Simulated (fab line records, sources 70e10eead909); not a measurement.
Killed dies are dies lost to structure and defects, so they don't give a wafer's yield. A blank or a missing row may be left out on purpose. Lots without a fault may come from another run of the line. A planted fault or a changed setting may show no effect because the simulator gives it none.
Chamber matching | flow nand_harc | NHARC_A_STAIRCASE_ALD_420 on ald_hk-01: 4 sister chambers
The step deposits SiO2, target thk 20 nm, pulse time 6 s, ald cycles 200. 4 wafers are shown with their chamber, then 8 later ones without.

WAFERS WITH THEIR CHAMBER
wafer  | chamber | heater_power_w (W)
L091.1 | 2       | 541
L091.2 | 0       | 419
L091.3 | 3       | 453
L091.4 | 1       | 435

WAFERS WITHOUT THEIR CHAMBER
wafer  | heater_power_w (W)
L091.5 | 453
L091.6 | 553
L093.1 | 439
L093.2 | 553
L093.3 | 422
L093.4 | 440
L093.5 | 458
L093.6 | 428

WHICH CHAMBER EACH WENT THROUGH
wafer  | from the rows above     | in truth
L091.5 | 3                       | 3
L091.6 | 2                       | 2
L093.1 | can't be placed: 1 or 3 | 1
L093.2 | 2                       | 2
L093.3 | can't be placed: 0 or 1 | 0
L093.4 | can't be placed: 1 or 3 | 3
L093.5 | 3                       | 3
L093.6 | can't be placed: 1 or 0 | 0
Placed correctly: 4 of 8. Can't be placed from these rows: 4 (the true chamber is among the candidates in 4). Placed wrongly: 0.
How it was worked out, from the rows above alone: a wafer's distance from a chamber is the root of the sum, over the readings, of the square of ((its reading less the chamber's mean) divided by the reading's scatter). The wafer belongs to the nearest chamber; if the next one is less than 2 further off, it can't be placed. A chamber's mean is the mean of its shown wafers. The scatter: with one shown wafer a chamber, the root of the mean of the squares of how far each hidden wafer lies from its nearest shown one.
